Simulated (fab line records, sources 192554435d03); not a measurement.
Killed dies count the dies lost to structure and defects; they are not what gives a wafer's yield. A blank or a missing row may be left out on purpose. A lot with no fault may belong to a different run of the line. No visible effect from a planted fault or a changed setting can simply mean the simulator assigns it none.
8D (eight disciplines) problem report, filled in by code || flow n5-finfet || the parts of the form that need people (team, actions taken, sign-off) are left out

## 1. THE ISSUE
Wafers free of any fault read 155.2 nm (standard deviation 2.2) for M7_ILD_THK at N5_BEOL_M7_THK_MEAS_01, against a mean of 164.7 nm on 3 wafers of 2 lots. That puts it +4.3 standard deviations away from the usual mean.
The first sign was on wafer L253.1 at day 15 00:19, on film-metro-01. Wafers with a number at this step in the record: 30, from 10 lots. Rule for "out" (also "out of limits"): further than 4 standard deviations from the usual mean. The other wafers with a number count as sound.

## 2. WHAT THIS IS AND IS NOT
{"question": "which readings at this step", "is": "M7_ILD_THK", "is not": "-"}
{"question": "which lots", "is": "L252, L253", "is not": "L248, L250, L251, L255, L259, L263, L265, L266"}
{"question": "which wafers of those lots", "is": "L252.3, L253.1, L253.5", "is not": "L252.2, L252.6, L253.4"}
{"question": "read on which gauges", "is": "film-metro-01, film-metro-02", "is not": "-"}
{"question": "when", "is": "from day 15 00:19", "is not": "up to then (13 sound wafers); but 14 sound wafers of L252, L259, L263, L265, L266 came after"}

## 3. THE SUSPECTS, EACH WITH WHAT RULES IT OUT
Counting: any tool at a process step up to the reading remains a suspect provided it ran every lot that is out. Sound lots after the first of them don't rule it out here, since some wafers of a struck lot are sound.
- the gauge at N5_BEOL_M7_THK_MEAS_01 has been ruled out. Those wafers that are out were read across 2 gauges (film-metro-01, film-metro-02).
- rie-diel-01 at N5_BEOL_M6_DESCUM_33 (chemistry O2, time 7 s): kept. Every lot that is out went through it, the first being L253 (day 14 18:30); the last sound lot it ran before that was L255 (day 14 04:04).
- pecvd-01 at N5_BEOL_M7_ILD_DEP_00 (deposits SiCOH lowk from DEMS/porogen, target thk 179.75 nm, time 33.4 s): kept. Every lot that is out went through it, the first being L253 (day 14 23:16); the last sound lot it ran before that was L250 (day 14 18:43).
The count leaves pecvd-01 at N5_BEOL_M7_ILD_DEP_00 and rie-diel-01 at N5_BEOL_M6_DESCUM_33.

## 4. THE CAUSE (what the simulator had put in)
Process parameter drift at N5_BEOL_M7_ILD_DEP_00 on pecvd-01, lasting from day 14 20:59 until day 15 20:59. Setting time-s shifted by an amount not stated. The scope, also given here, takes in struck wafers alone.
2 suspects survive the count, and this tool is in that group.

## 5. SEQUENCE OF EFFECTS, ordered by route
Each row: a reading where the mean over the struck wafers with a number is more than 3 standard deviations away from the usual. Only readings for which the record gives a usual standard deviation are gone through. hours: the time from each lot's start at the first step in this table that gives one to its start at this step, as a median over the lots. sigmas: the change in usual standard deviations.
{"hours": 0, "step": "N5_BEOL_M7_THK_MEAS_01", "reading": "M7_ILD_THK", "usual": "155.2 nm", "on struck wafers": 164.7, "change": "+9.5", "sigmas": "+4.3"}
Later steps that measure or inspect, where all struck wafers having a row at the step show a number for every such reading and not one has moved that far: N5_BEOL_M7_INSPECT_13.

## 6. HOW IT WOULD HAVE BEEN CAUGHT EARLIER
Counted from the fault's start at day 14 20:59, it took 3 hours until the first out-of-limits reading at a measuring or inspecting step in this record, taken at day 15 00:19.
Tool readings at N5_BEOL_M7_ILD_DEP_00 with a usual standard deviation given in the record: none out on any struck wafer, hence no alarm at a limit of 4 standard deviations on them.
By day 15 00:19 the whole set of lots that are out, 2 in number, had already begun N5_BEOL_M7_ILD_DEP_00 on pecvd-01. A hold on the tool at that time would have spared none of them.
